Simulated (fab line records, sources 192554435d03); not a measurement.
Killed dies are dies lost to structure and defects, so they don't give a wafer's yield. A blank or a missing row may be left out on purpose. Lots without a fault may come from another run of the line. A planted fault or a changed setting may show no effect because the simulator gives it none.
fab line records | flow n5_finfet
record lots=24 wafers=72 last_day=17
route steps=1938 shown STI_FIN_REVEAL@199 DUMMY_GATE@214
lots that met no fault: from a run of the same line without faults
start_h: hours from the record's first day to the start of the lot's first wafer shown | wait_h: hours since the lot's step before | " the same as in the row above | L1.1+2: a row that stands for several wafers | - no value, or no start given | * or withheld: withheld | < > ~ a bound
route shown NAME@n: a module of which the file shows steps, and the number in the route of the first | usual: mean/standard deviation of fault-free wafers | same: alike in all rows | chamber/n: place in a boat | sites: the reading at each site | _std_site: their standard deviation | _edge_site: outer sites' mean less inner sites' | radius_mm: how far each site lies from the wafer's centre | mask NAME#n: copy n | behind: the tool/chamber that last shaped the wafer | hold: why the lot was held/for how many hours/how that ended | device: the transistor (n, p or np) that didn't switch | end of line: the same wafers' tests at the end of the route | a step without rows: its recipe alone | killed: dies lost to structure and defects at the first sort, not the wafer's yield | map: a wafer's dies, x killed, . not, _ none there
set.NAME: the setting as run; set.NAME@STEP: as run at that earlier step | model.NAME: the simulator's own value behind a step, which no gauge read
steps of the route over a sample of lots; a table a step, a row a wafer
services: from which hour (start_h, from the record's first day; less than 0 if before it) a tool's chamber was out of use, for how many hours, and why
## steps
# step N5_STI_FIN_REVEAL_ETCH_34
# recipe chemistry=H2 mode=isotropic material=Si target=Si target_depth_a=9.7 temp_c=20 pressure_mtorr=4.5 icp_w=300 bias_w=0 h2_flow_sccm=7.5 he_flow_sccm=142.5
# usual drypump_motor_current_A=5.7/0.49 oes_product_au=0.987/0.015 temp_c=20.01/0.091 throttle_valve_pct=25.8/0.49
# columns lot.wafer tool chamber start_h wait_h drypump_motor_current_A oes_product_au rf_hours_counter_h temp_c throttle_valve_pct
L074.2 rie_si-06 1 36.71 0.1 4.9 1.000 29 20.03 25.1
L074.3 " 2 " " 4.8 1.013 203 20.27 26.0
L074.5 " 1 " " 4.9 1.007 - 20.00 25.1
L075.2 rie_si-04 1 41.51 0.1 5.6 0.984 15 20.06 25.8
L075.3 " 2 " " 5.7 0.964 152 19.91 25.6
L075.4 " 0 " " 6.0 0.983 127 19.83 26.8
L076.1 rie_si-04 2 48.83 0.2 5.7 0.953 152 20.21 25.6
L076.2 " 0 " " 6.1 0.984 127 20.13 26.8
L076.5 " 0 " " 6.1 0.982 - 20.02 26.8
L077.1 rie_si-04 0 54.04 0.2 6.0 0.981 127 20.02 26.8
L077.2 " 2 " " 5.7 0.968 152 20.08 25.6
L077.3 " 3 " " 5.5 0.994 161 19.90 25.1
L078.2 rie_si-05 1 60.11 0.1 6.4 0.978 63 20.14 25.6
L078.3 " 3 " " 5.9 0.995 65 19.96 26.1
L078.6 " 2 " " 5.7 0.972 - 19.85 26.2
L079.1 rie_si-06 3 67.50 0.2 5.2 1.005 102 19.98 26.0
L079.4 " 0 " " 5.5 1.002 - 19.87 26.0
L079.5 " 1 " " 4.9 0.993 - 20.05 25.1
L080.2 rie_si-05 0 72.52 0.1 6.3 1.001 5 20.00 25.7
L080.3 " 1 " " 6.4 0.978 63 20.08 25.5
L080.6 " 1 " " 6.4 0.981 - 19.92 25.5
L081.1 rie_si-05 1 78.87 0.2 6.4 0.982 63 19.99 25.6
L081.3 " 0 " " 6.3 1.002 5 19.87 25.7
L081.6 " 3 " " 5.9 0.987 - 20.04 26.1
L082.2 rie_si-05 3 83.99 0.2 5.9 0.992 65 19.90 26.1
L082.3 " 0 " " 6.3 1.003 5 19.95 25.7
L082.5 " 1 " " 6.4 0.971 - 20.08 25.6
L083.1 rie_si-06 3 89.86 0.2 5.3 0.991 102 19.86 26.0
L083.2 " 1 " " 4.9 0.989 31 19.95 25.1
L083.6 " 3 " " 5.2 0.994 - 19.99 26.1
L084.2 rie_si-04 2 97.63 0.1 5.7 0.967 153 20.09 25.6
L084.3 " 3 " " 5.5 0.998 162 20.01 25.1
L084.6 " 2 " " 5.7 0.957 - 20.11 25.6
L085.1 rie_si-05 0 102.19 0.2 6.3 1.003 5 20.00 25.7
L085.2 " 3 " " 5.9 0.990 65 20.13 26.1
L085.3 " 2 " " 5.7 0.970 42 19.95 26.2
L086.3 rie_si-05 0 110.52 0.1 6.3 1.012 6 19.72 25.6
L086.5 " 1 " " 6.4 0.983 - 20.11 25.5
L086.6 " 2 " " 5.7 0.965 - 19.90 26.2
L087.3 rie_si-04 0 119.18 0.1 6.0 0.970 128 19.87 26.8
L087.4 " 3 " " 5.5 0.994 163 20.21 25.1
L087.5 " 0 " " 6.0 0.978 - 19.98 26.8
L088.1 rie_si-06 1 119.81 0.2 4.9 0.995 31 19.88 25.1
L088.4 " 3 " " 5.3 0.994 103 20.05 26.0
L088.5 " 3 " " 5.2 0.997 - 19.96 26.0
L089.1 rie_si-06 3 127.51 0.2 5.3 0.997 103 19.99 26.0
L089.2 " 1 " " 4.9 1.007 31 20.13 25.1
L089.6 " 2 " " 4.9 1.009 - 20.00 24.8
L090.3 rie_si-05 3 132.79 0.1 5.9 0.983 66 20.05 26.1
L090.4 " 0 " " 6.3 0.997 6 19.97 25.6
L090.5 " 1 " " 6.4 0.970 - 19.87 25.6
L091.2 rie_si-05 3 137.56 0.1 5.9 0.986 66 20.14 26.1
L091.3 " 0 " " 6.3 0.989 6 19.93 25.7
L091.6 " 3 " " 5.9 0.979 - 19.94 26.1
L092.1 rie_si-06 3 143.34 0.2 5.3 0.996 103 20.00 26.0
L092.2 " 1 " " 4.9 0.998 32 19.98 25.1
L092.5 " 2 " " 4.9 0.998 - 20.10 24.8
L093.1 rie_si-04 2 151.27 0.2 5.7 0.971 154 19.95 25.6
L093.2 " 3 " " 5.5 0.995 163 20.12 25.1
L093.5 " 2 " " 5.7 0.972 - 20.01 25.6
L094.1 rie_si-06 3 155.26 0.2 5.3 0.999 104 19.96 26.0
L094.2 " 1 " " 4.9 0.995 32 20.04 25.1
L094.4 " 2 " " 4.8 1.007 1 20.05 24.8
L095.1 rie_si-05 0 161.54 0.2 6.3 1.007 6 19.96 25.7
L095.3 " 3 " " 5.9 0.986 67 20.03 26.2
L095.6 " 1 " " 6.5 0.969 - 19.99 25.5
L096.2 rie_si-05 1 167.66 0.1 6.5 0.978 65 19.90 25.6
L096.5 " 2 " " 5.7 0.975 - 19.91 26.2
L096.6 " 1 " " 6.4 0.973 - 20.04 25.6
L097.1 rie_si-05 3 174.73 0.2 5.9 0.978 67 20.08 26.2
L097.4 " 1 " " 6.4 0.978 65 19.88 25.5
L097.6 " 2 " " 5.6 0.966 - 20.03 26.2
# step N5_STI_FIN_REVEAL_OXIDATION_33
# recipe chemistry=O2_PLASMA_REMOTE temp_c=150 time_s=20 pressure_mtorr=1000 source_power_w=2000 o2_flow_sccm=3000
# usual drypump_motor_current_A=5.8/0.52 heater_power_w=151/4.2 temp_c=150.02/0.15
# columns lot.wafer tool chamber start_h wait_h drypump_motor_current_A heater_power_w rf_hours_counter_h temp_c
L074.2 plasma_asher-02 0 37.12 0.0 5.2 155 27 149.79
L074.3 " 0 " " 5.2 155 - 149.87
L074.5 " 1 " " 5.2 154 - 149.95
L075.2 plasma_asher-01 1 42.01 0.0 6.0 151 81 149.98
L075.3 " 1 " " 6.0 148 - 149.74
L075.4 " 0 " " 6.4 143 - 149.84
L076.1 plasma_asher-01 1 49.24 0.0 6.0 150 83 149.85
L076.2 " 0 " " 6.4 149 83 150.02
L076.5 " 1 " " 6.0 149 - 149.91
L077.1 plasma_asher-01 1 54.46 0.0 6.0 154 84 150.22
L077.2 " 0 " " 6.4 143 84 149.95
L077.3 " 1 " " 6.0 150 - 150.06
L078.2 plasma_asher-02 0 60.52 0.0 5.3 155 32 149.96
L078.3 " 1 " " 5.2 153 - 149.99
L078.6 " 1 " " 5.2 154 - 149.99
L079.1 plasma_asher-01 1 67.97 0.0 6.0 152 87 150.02
L079.4 " 0 " " 6.4 147 - 150.07
L079.5 " 1 " " 6.0 153 - 149.96
L080.2 plasma_asher-02 0 72.99 0.0 5.3 152 35 150.12
L080.3 " 0 " " 5.3 152 - 150.24
L080.6 " 1 " " 5.2 156 - 150.07
L081.1 plasma_asher-02 0 79.35 0.0 5.3 154 36 150.04
L081.3 " 0 " " 5.2 153 - 149.99
L081.6 " 0 " " 5.2 153 - 150.27
L082.2 plasma_asher-02 1 84.40 0.0 5.2 160 37 149.83
L082.3 " 0 " " 5.2 156 - 150.15
L082.5 " 0 " " 5.2 153 - 150.14
L083.1 plasma_asher-02 1 90.27 0.0 5.2 152 38 149.85
L083.2 " 0 " " 5.2 153 38 149.85
L083.6 " 1 " " 5.2 158 - 150.11
L084.2 plasma_asher-01 0 98.04 0.0 6.4 150 93 150.17
L084.3 " 0 " " 6.4 148 - 149.95
L084.6 " 1 " " 6.0 151 - 149.77
L085.1 plasma_asher-02 1 102.61 0.0 5.2 152 40 149.81
L085.2 " 0 " " 5.2 155 40 150.07
L085.3 " 1 " " 5.2 152 - 150.07
L086.3 plasma_asher-02 0 110.96 0.0 5.3 154 - 149.75
L086.5 " 1 " " 5.2 156 - 150.04
L086.6 " 0 " " 5.2 155 - 150.03
L087.3 plasma_asher-01 0 119.61 0.0 6.4 150 - 149.99
L087.4 " 1 " " 6.0 152 - 149.94
L087.5 " 1 " " 6.0 150 - 149.99
L088.1 plasma_asher-01 1 120.23 0.0 6.0 152 98 149.94
L088.4 " 1 " " 6.0 149 - 150.01
L088.5 " 0 " " 6.4 148 - 150.23
L089.1 plasma_asher-02 1 127.92 0.0 5.2 156 45 150.24
L089.2 " 0 " " 5.2 151 45 149.80
L089.6 " 0 " " 5.3 148 - 149.97
L090.3 plasma_asher-02 0 133.22 0.0 5.2 158 - 150.05
L090.4 " 1 " " 5.2 153 - 150.19
L090.5 " 0 " " 5.2 155 - 149.97
L091.2 plasma_asher-01 0 137.97 0.0 6.4 146 100 150.08
L091.3 " 0 " " 6.5 145 - 149.89
L091.6 " 0 " " 6.4 148 - 149.96
L092.1 plasma_asher-02 0 143.76 0.0 5.2 154 48 149.90
L092.2 " 1 " " 5.2 153 48 150.12
L092.5 " 0 " " 5.2 152 - 149.96
L093.1 plasma_asher-01 1 152.12 0.1 6.0 152 105 150.15
L093.2 " 0 " " 6.5 144 105 149.86
L093.5 " 1 " " 6.0 151 - 150.18
L094.1 plasma_asher-01 1 155.67 0.0 6.0 150 106 150.09
L094.2 " 0 " " 6.5 149 106 150.10
L094.4 " 1 " " 6.0 150 - 150.20
L095.1 plasma_asher-01 0 161.99 0.0 6.5 146 108 150.18
L095.3 " 1 " " 6.0 157 - 150.01
L095.6 " 1 " " 6.0 151 - 149.83
L096.2 plasma_asher-01 1 168.07 0.0 6.0 150 109 150.09
L096.5 " 0 " " 6.4 143 - 150.13
L096.6 " 1 " " 6.0 149 - 150.21
L097.1 plasma_asher-01 0 175.14 0.0 6.4 143 110 149.99
L097.4 " 0 " " 6.5 142 - 149.98
L097.6 " 1 " " 6.0 149 - 150.13
# step N5_DUMMY_GATE_ALD_02
# recipe material=SiO2 target_thk_a=20 temp_c=300 ald_precursor_family=BDEAS ald_co_reactant=O2-plasma pulse_time_s=1 pressure_torr=2
# usual heater_power_w=477/60 precursor_pulse_height_rel=1.000/0.019
# columns lot.wafer tool chamber start_h wait_h heater_power_w precursor_pulse_height_rel
L074.2 ald_sin-04 0 37.56 0.1 459 0.989
L074.3 " 1 " " 505 0.974
L074.5 " 2 " " 541 1.019
L075.2 ald_sin-03 1 42.40 0.0 328 1.016
L075.3 " 3 " " 462 0.985
L075.4 " 3 " " 459 0.975
L076.1 ald_sin-02 1 49.69 0.1 464 0.997
L076.2 " 2 " " 494 1.015
L076.5 " 0 " " 557 1.032
L077.1 ald_sin-03 0 54.90 0.1 566 1.023
L077.2 " 2 " " 392 1.021
L077.3 " 1 " " 329 1.007
L078.2 ald_sin-03 2 60.90 0.0 378 1.006
L078.3 " 3 " " 463 1.005
L078.6 " 3 " " 466 0.976
L079.1 ald_sin-04 2 68.49 0.2 554 1.009
L079.4 " 1 " " 500 0.951
L079.5 " 3 " " 449 0.966
L080.2 ald_sin-03 2 73.37 0.0 386 1.023
L080.3 " 0 " " 568 0.975
L080.6 " 1 " " 333 0.994
L081.1 ald_sin-04 0 79.90 0.2 469 1.008
L081.3 " 2 " " 537 0.994
L081.6 " 0 " " 454 0.998
L082.2 ald_sin-02 1 84.79 0.0 468 0.990
L082.3 " 0 " " 559 0.980
L082.5 " 2 " " 488 0.954
L083.1 ald_sin-04 2 90.65 0.0 549 0.967
L083.2 " 0 " " 472 1.021
L083.6 " 3 " " 437 1.008
L084.2 ald_sin-03 3 101.09 2.7 464 1.001
L084.3 " 1 " " 336 1.017
L084.6 " 1 " " 323 1.000
L085.1 ald_sin-04 0 102.98 0.0 458 1.018
L085.2 " 1 " " 512 1.033
L085.3 " 3 " " 437 1.000
L086.3 ald_sin-04 1 111.47 0.2 499 1.024
L086.5 " 3 " " 430 0.994
L086.6 " 0 " " 463 0.988
L087.3 ald_sin-04 3 119.97 0.0 441 1.004
L087.4 " 2 " " 525 1.037
L087.5 " 0 " " 463 1.002
L088.1 ald_sin-04 1 120.61 0.0 517 1.020
L088.4 " 0 " " 457 1.004
L088.5 " 0 " " 452 1.024
L089.1 ald_sin-04 2 128.41 0.1 543 0.965
L089.2 " 0 " " 460 1.025
L089.6 " 2 " " 556 1.008
L090.3 ald_sin-04 2 133.58 0.0 541 0.990
L090.4 " 1 " " 511 1.000
L090.5 " 1 " " 501 0.997
L091.2 ald_sin-02 1 138.35 0.0 462 0.981
L091.3 " 2 " " 488 0.993
L091.6 " 0 " " 559 1.031
L092.1 ald_sin-04 0 144.16 0.0 467 0.962
L092.2 " 3 " " 442 1.006
L092.5 " 0 " " 466 0.983
L093.1 ald_sin-02 3 152.50 0.0 489 0.964
L093.2 " 2 " " 485 0.998
L093.5 " 0 " " 567 1.006
L094.1 ald_sin-02 3 156.30 0.0 472 0.980
L094.2 " 1 " " 480 0.997
L094.4 " 0 " " 555 0.993
L095.1 ald_sin-04 2 162.52 0.2 540 0.995
L095.3 " 1 " " 506 0.976
L095.6 " 2 " " 533 0.988
L096.2 ald_sin-02 1 168.44 0.0 474 0.979
L096.5 " 1 " " 460 1.026
L096.6 " 0 " " 578 1.005
L097.1 ald_sin-02 2 175.52 0.0 489 1.003
L097.4 " 3 " " 480 1.004
L097.6 " 3 " " 493 0.969
# step N5_DUMMY_GATE_STRIP_40
# recipe chemistry=CF4 resist=SiARC power_w=300 bias_power_w=75 pressure_mtorr=50 cf4_flow_sccm=150 rf_frequency_hz=6e+07
# usual cf4_flow_sccm=150.0/0.4 drypump_motor_current_A=5.7/0.38 oes_product_au=0.78/0.077 rf_vpp_V=271.4/1.6 showerhead_plenum_p_Torr=1.81/0.07 throttle_valve_pct=13.61/0.18
# columns lot.wafer tool chamber start_h wait_h cf4_flow_sccm drypump_motor_current_A oes_product_au rf_hours_counter_h rf_vpp_V showerhead_plenum_p_Torr throttle_valve_pct
L074.2 rie_diel-04 0 46.41 0.1 149.7 5.1 0.78 118 271.0 1.80 13.42
L074.3 " 1 " " 149.8 5.8 0.92 8 273.9 1.92 13.48
L074.5 " 1 " " 149.1 5.8 0.92 - 274.3 1.92 13.45
L075.2 rie_diel-04 1 51.24 0.1 150.6 5.8 0.92 9 274.1 1.92 13.48
L075.3 " 0 " " 150.2 5.1 0.77 119 268.9 1.80 13.42
L075.4 " 3 " " 149.7 5.7 0.70 208 270.7 1.71 13.72
L076.1 rie_diel-05 3 58.68 0.1 149.6 6.2 0.73 183 274.9 1.87 13.70
L076.2 " 2 " " 150.6 5.3 0.82 69 272.7 1.81 13.62
L076.5 " 1 " " 149.5 6.1 0.83 - 269.5 1.76 13.57
L077.1 rie_diel-04 1 64.67 0.2 150.5 5.8 0.91 12 272.8 1.92 13.48
L077.2 " 2 " " 149.4 5.6 0.68 234 268.0 1.71 13.75
L077.3 " 3 " " 150.1 5.7 0.70 213 270.5 1.71 13.75
L078.2 rie_diel-01 1 69.88 0.1 150.6 6.3 0.89 19 270.5 1.78 13.23
L078.3 " 0 " " 150.0 6.1 0.72 189 271.8 1.84 13.57
L078.6 " 1 " " 150.5 6.3 0.90 - 271.3 1.78 13.21
L079.1 rie_diel-05 1 77.32 0.1 150.8 6.1 0.81 77 271.9 1.76 13.61
L079.4 " 2 " " 150.1 5.3 0.82 75 271.8 1.81 13.65
L079.5 " 3 " " 150.3 6.2 0.74 - 273.5 1.87 13.71
L080.2 rie_diel-05 2 82.36 0.1 150.2 5.3 0.82 77 271.3 1.81 13.66
L080.3 " 1 " " 149.8 6.1 0.82 79 271.2 1.76 13.58
L080.6 " 2 " " 149.7 5.3 0.81 - 271.5 1.81 13.65
L081.1 rie_diel-01 1 88.77 0.1 149.7 6.4 0.88 24 269.3 1.78 13.22
L081.3 " 0 " " 149.4 6.0 0.73 194 272.5 1.84 13.55
L081.6 " 3 " " 149.6 6.0 0.79 - 270.1 1.80 13.47
L082.2 rie_diel-04 0 93.76 0.1 150.4 5.1 0.77 129 270.1 1.79 13.43
L082.3 " 2 " " 150.1 5.6 0.67 243 269.6 1.71 13.77
L082.5 " 3 " " 150.1 5.7 0.69 - 269.1 1.71 13.76
L083.1 rie_diel-05 0 99.61 0.1 150.3 5.9 0.69 243 271.1 1.85 13.92
L083.2 " 3 " " 150.0 6.2 0.72 197 270.9 1.87 13.74
L083.6 " 3 " " 149.7 6.2 0.72 - 271.6 1.87 13.75
L084.2 rie_diel-04 2 110.07 0.1 150.6 5.6 0.67 247 270.7 1.71 13.77
L084.3 " 0 " " 150.2 5.1 0.77 133 271.0 1.79 13.47
L084.6 " 3 " " 149.9 5.7 0.69 - 270.1 1.71 13.76
L085.1 rie_diel-05 3 113.87 0.1 149.8 6.2 0.72 201 273.8 1.86 13.75
L085.2 " 1 " " 149.8 6.1 0.80 88 270.8 1.75 13.61
L085.3 " 2 " " 150.2 5.3 0.81 87 271.0 1.81 13.68
L086.3 rie_diel-05 2 122.44 0.1 149.8 5.3 0.79 89 272.9 1.81 13.66
L086.5 " 0 " " 150.5 5.9 0.68 - 272.0 1.85 13.94
L086.6 " 1 " " 150.7 6.2 0.80 - 271.6 1.75 13.62
L087.3 rie_diel-05 3 128.97 0.1 149.2 6.2 0.73 - 272.7 1.86 13.75
L087.4 " 2 " " 150.8 5.3 0.80 - 271.9 1.81 13.69
L087.5 " 3 " " 149.5 6.2 0.72 - 272.5 1.86 13.75
L088.1 rie_diel-04 1 130.54 0.1 150.4 5.8 0.87 32 272.7 1.91 13.51
L088.4 " 0 " " 149.7 5.1 0.75 - 270.5 1.79 13.48
L088.5 " 1 " " 150.0 5.9 0.87 - 273.4 1.91 13.51
L089.1 rie_diel-05 3 137.95 0.2 150.0 6.2 0.71 209 273.7 1.86 13.75
L089.2 " 2 " " 150.2 5.3 0.79 94 270.1 1.81 13.68
L089.6 " 2 " " 150.0 5.3 0.79 - 269.1 1.81 13.70
L090.3 rie_diel-04 0 142.53 0.1 150.6 5.1 0.75 145 271.5 1.79 13.47
L090.4 " 3 " " 150.2 5.7 0.68 - 270.9 1.70 13.78
L090.5 " 0 " " 150.4 5.1 0.76 - 270.6 1.79 13.48
L091.2 rie_diel-04 3 147.30 0.1 150.0 5.7 0.68 240 269.7 1.70 13.82
L091.3 " 2 " " 149.8 5.6 0.95 1 273.8 1.92 13.19
L091.6 " 1 " " 150.3 5.8 0.86 - 273.4 1.91 13.56
L092.1 rie_diel-05 0 153.12 0.1 149.9 5.9 0.98 0 273.3 1.85 13.39
L092.2 " 1 " " 149.8 6.1 0.78 99 269.6 1.75 13.64
L092.5 " 1 " " 150.3 6.1 0.79 - 269.8 1.75 13.65
L093.1 rie_diel-04 0 161.46 0.1 150.8 5.1 0.75 152 270.6 1.79 13.47
L093.2 " 2 " " 149.8 5.6 0.93 5 274.5 1.92 13.20
L093.5 " 1 " " 150.5 5.8 0.86 - 273.1 1.91 13.54
L094.1 rie_diel-04 1 165.21 0.1 149.6 5.8 0.85 44 272.3 1.91 13.55
L094.2 " 2 " " 150.7 5.6 0.91 7 272.9 1.92 13.24
L094.4 " 3 " " 151.0 5.7 0.68 246 270.0 1.70 13.79
L095.1 rie_diel-04 3 171.58 0.1 149.9 5.7 0.67 248 268.1 1.70 13.84
L095.3 " 2 " " 150.6 5.6 0.90 9 274.2 1.92 13.22
L095.6 " 1 " " 150.0 5.8 0.85 - 273.3 1.91 13.54
L096.2 rie_diel-01 2 177.31 0.1 150.4 5.1 0.80 100 270.0 1.74 13.62
L096.5 " 3 " " 149.6 6.0 0.77 - 270.8 1.80 13.50
L096.6 " 1 " " 150.5 6.3 0.83 - 269.9 1.77 13.30
L097.1 rie_diel-04 2 184.35 0.1 150.3 5.5 0.89 14 272.5 1.91 13.25
L097.4 " 0 " " 150.0 5.1 0.75 - 271.5 1.78 13.52
L097.6 " 2 " " 149.9 5.6 0.90 - 273.6 1.91 13.24
# step N5_DUMMY_GATE_ETCH_32
# recipe chemistry=CF4 target=SiO2 target_depth_a=35 time_s=3.9 ion_energy_ev=350 pressure_mtorr=10 icp_w=800 bias_w=400 cf4_flow_sccm=80
# usual cf4_flow_sccm=80.02/0.2 drypump_motor_current_A=5.7/0.44 oes_product_au=1.003/0.013 throttle_valve_pct=21.65/0.26
# columns lot.wafer tool chamber start_h wait_h cf4_flow_sccm drypump_motor_current_A oes_product_au rf_hours_counter_h throttle_valve_pct
L074.2 rie_si-02 3 46.75 0.1 80.04 6.1 1.004 31 21.51
L074.3 " 2 " " 80.00 5.7 0.996 103 21.81
L074.5 " 2 " " 79.93 5.7 0.997 - 21.79
L075.2 rie_si-02 1 51.58 0.1 79.98 5.3 0.978 194 21.97
L075.3 " 2 " " 80.00 5.7 0.986 103 21.81
L075.4 " 3 " " 80.08 6.2 1.004 31 21.50
L076.1 rie_si-02 0 59.06 0.1 80.11 5.4 1.021 32 21.20
L076.2 " 2 " " 80.16 5.7 0.996 103 21.81
L076.5 " 3 " " 80.12 6.1 1.008 - 21.51
L077.1 rie_si-02 1 65.03 0.1 79.94 5.3 0.981 194 21.98
L077.2 " 0 " " 79.85 5.4 1.008 32 21.19
L077.3 " 3 " " 79.87 6.1 1.015 31 21.50
L078.2 rie_si-03 1 70.24 0.1 79.61 5.4 0.986 186 21.40
L078.3 " 2 " " 79.72 5.0 1.014 90 21.70
L078.6 " 0 " " 79.88 5.7 1.006 - 21.95
L079.1 rie_si-03 2 77.66 0.1 79.61 5.0 1.020 90 21.70
L079.4 " 1 " " 80.31 5.4 0.984 - 21.40
L079.5 " 0 " " 80.10 5.7 1.003 - 21.98
L080.2 rie_si-03 2 82.72 0.1 80.07 5.1 1.031 90 21.71
L080.3 " 0 " " 79.90 5.7 1.013 98 21.97
L080.6 " 1 " " 80.21 5.5 0.998 - 21.42
L081.1 rie_si-02 2 89.11 0.1 80.37 5.7 1.001 104 21.79
L081.3 " 1 " " 80.38 5.3 0.994 194 21.98
L081.6 " 2 " " 80.35 5.7 0.999 - 21.81
L082.2 rie_si-03 3 94.10 0.1 80.16 6.2 1.010 0 21.45
L082.3 " 0 " " 79.71 5.8 1.015 98 21.97
L082.5 " 2 " " 80.20 5.0 1.011 - 21.71
L083.1 rie_si-02 3 99.96 0.1 80.08 6.1 1.014 32 21.51
L083.2 " 0 " " 79.76 5.4 1.012 33 21.18
L083.6 " 3 " " 80.11 6.1 1.015 - 21.49
L084.2 rie_si-01 0 110.41 0.1 79.78 5.3 0.981 135 21.66
L084.3 " 1 " " 79.93 6.5 0.993 86 21.59
L084.6 " 1 " " 79.92 6.4 0.993 - 21.59
L085.1 rie_si-03 2 114.22 0.1 79.60 5.0 1.017 91 21.68
L085.2 " 3 " " 80.02 6.2 1.020 1 21.45
L085.3 " 0 " " 79.80 5.7 1.007 98 21.96
L086.3 rie_si-03 2 122.81 0.1 79.80 5.0 1.009 91 21.71
L086.5 " 3 " " 80.43 6.2 1.012 - 21.44
L086.6 " 2 " " 79.69 5.0 1.019 - 21.72
L087.3 rie_si-02 0 129.33 0.1 80.21 5.4 0.991 34 21.19
L087.4 " 3 " " 80.23 6.1 1.012 - 21.50
L087.5 " 0 " " 79.81 5.3 0.999 - 21.19
L088.1 rie_si-03 2 130.89 0.1 79.83 5.0 1.012 91 21.70
L088.4 " 1 " " 79.79 5.4 0.995 187 21.40
L088.5 " 2 " " 79.90 5.0 1.016 - 21.72
L089.1 rie_si-02 2 138.30 0.1 79.86 5.7 1.000 105 21.80
L089.2 " 0 " " 80.05 5.4 1.014 34 21.19
L089.6 " 0 " " 80.15 5.4 1.007 - 21.21
L090.3 rie_si-02 2 142.88 0.1 79.91 5.7 0.995 105 21.80
L090.4 " 0 " " 80.00 5.4 1.010 - 21.18
L090.5 " 2 " " 80.00 5.7 0.997 - 21.82
L091.2 rie_si-01 2 147.65 0.1 80.15 6.1 1.008 12 22.06
L091.3 " 1 " " 79.93 6.4 0.987 87 21.60
L091.6 " 3 " " 80.34 6.6 1.011 - 22.05
L092.1 rie_si-01 2 153.46 0.1 79.99 6.1 0.986 12 22.05
L092.2 " 0 " " 79.90 5.3 1.001 136 21.66
L092.5 " 2 " " 80.41 6.1 0.989 - 22.06
L093.1 rie_si-03 0 161.81 0.1 80.28 5.7 1.014 99 21.97
L093.2 " 2 " " 80.02 5.0 1.018 91 21.72
L093.5 " 1 " " 79.88 5.4 0.986 - 21.41
L094.1 rie_si-01 3 165.55 0.1 80.20 6.6 1.007 31 22.02
L094.2 " 2 " " 80.08 6.1 0.985 12 22.05
L094.4 " 0 " " 80.30 5.3 0.997 136 21.67
L095.1 rie_si-02 0 172.04 0.1 80.11 5.4 1.023 35 21.21
L095.3 " 3 " " 79.82 6.1 1.026 33 21.49
L095.6 " 2 " " 79.96 5.7 0.991 - 21.80
L096.2 rie_si-02 2 177.65 0.1 79.78 5.7 0.988 106 21.80
L096.5 " 0 " " 80.18 5.4 1.017 - 21.21
L096.6 " 3 " " 79.99 6.1 1.016 - 21.52
L097.1 rie_si-01 3 184.69 0.1 79.65 6.7 1.018 32 22.04
L097.4 " 2 " " 79.65 6.1 0.996 12 22.05
L097.6 " 0 " " 80.40 5.3 1.003 - 21.65
# step N5_DUMMY_GATE_CD_MEAS_24
# recipe target_cd_nm=15
# usual cd_nm=14.9/0.43
# columns lot.wafer tool chamber start_h wait_h cd_nm
L074.2 cd_sem-03 - 46.95 0.1 15.3
L074.3 " - " " 14.7
L074.5 " - " " 14.8
L075.2 cd_sem-01 - 51.79 0.1 15.1
L075.3 " - " " 15.4
L075.4 " - " " 15.2
L076.1 cd_sem-01 - 59.26 0.1 15.1
L076.2 " - " " 14.7
L076.5 " - " " 14.6
L077.1 cd_sem-03 - 65.23 0.1 14.6
L077.2 " - " " 15.3
L077.3 " - " " 14.8
L078.2 cd_sem-03 - 70.44 0.1 15.1
L078.3 " - " " 15.9
L078.6 " - " " 15.5
L079.1 cd_sem-03 - 77.86 0.1 14.5
L079.4 " - " " 14.7
L079.5 " - " " 15.3
L080.2 cd_sem-02 - 82.92 0.1 15.3
L080.3 " - " " 15.3
L080.6 " - " " 15.9
L081.1 cd_sem-01 - 89.31 0.1 14.6
L081.3 " - " " 15.2
L081.6 " - " " 15.1
L082.2 cd_sem-02 - 94.30 0.1 15.4
L082.3 " - " " 15.4
L082.5 " - " " 14.1
L083.1 cd_sem-01 - 100.16 0.1 15.0
L083.2 " - " " 15.1
L083.6 " - " " 14.8
L084.2 cd_sem-02 - 110.61 0.1 15.3
L084.3 " - " " 15.2
L084.6 " - " " 15.4
L085.1 cd_sem-03 - 114.41 0.1 15.3
L085.2 " - " " 15.1
L085.3 " - " " 15.5
L086.3 cd_sem-01 - 123.01 0.1 15.1
L086.5 " - " " 15.1
L086.6 " - " " 15.4
L087.3 cd_sem-01 - 129.54 0.1 15.4
L087.4 " - " " 14.4
L087.5 " - " " 14.8
L088.1 cd_sem-01 - 131.09 0.1 15.0
L088.4 " - " " 15.0
L088.5 " - " " 15.4
L089.1 cd_sem-02 - 138.50 0.1 14.6
L089.2 " - " " 14.8
L089.6 " - " " 14.6
L090.3 cd_sem-01 - 143.08 0.1 14.8
L090.4 " - " " 15.5
L090.5 " - " " 14.7
L091.2 cd_sem-03 - 147.85 0.1 14.3
L091.3 " - " " 15.8
L091.6 " - " " 14.7
L092.1 cd_sem-02 - 153.66 0.1 14.6
L092.2 " - " " 15.0
L092.5 " - " " 14.8
L093.1 cd_sem-01 - 162.01 0.1 15.3
L093.2 " - " " 15.4
L093.5 " - " " 14.6
L094.1 cd_sem-01 - 165.75 0.1 15.2
L094.2 " - " " 15.3
L094.4 " - " " 14.6
L095.1 cd_sem-02 - 172.24 0.1 15.3
L095.3 " - " " 14.6
L095.6 " - " " 14.2
L096.2 cd_sem-03 - 177.86 0.1 14.6
L096.5 " - " " 15.2
L096.6 " - " " 15.6
L097.1 cd_sem-01 - 184.89 0.1 14.4
L097.4 " - " " 15.2
L097.6 " - " " 15.0
## services
# columns tool chamber start_h hours kind
ald_sin-04 1 17.67 2.6 repair
rie_diel-05 3 36.92 2.7 repair
rie_si-06 3 50.66 8.2 repair
ald_sin-02 - 50.88 1.8 repair
rie_diel-04 1 56.27 4.2 repair
rie_si-03 3 58.88 6.8 repair
rie_diel-05 - 60.59 0.6 repair
rie_si-03 0 70.48 7.0 repair
ald_sin-02 0 76.05 8.1 repair
rie_diel-04 0 80.56 7.8 repair
ald_sin-02 - 95.70 6.0 pm
rie_si-06 3 110.16 8.1 repair
rie_si-06 - 110.21 2.8 pm
ald_sin-02 3 123.38 3.3 repair
rie_diel-05 1 126.84 5.4 repair
rie_si-02 1 129.08 9.9 repair
ald_sin-04 1 137.93 12.3 repair
ald_sin-02 - 140.54 0.7 repair
plasma_asher-02 - 148.95 4.9 repair
rie_si-03 1 152.82 1.6 repair
ald_sin-04 - 173.10 6.0 pm
ald_sin-04 - 179.10 14.0 pm
rie_si-02 2 180.45 3.1 repair
rie_si-05 - 180.66 14.6 pm
## key
fault none
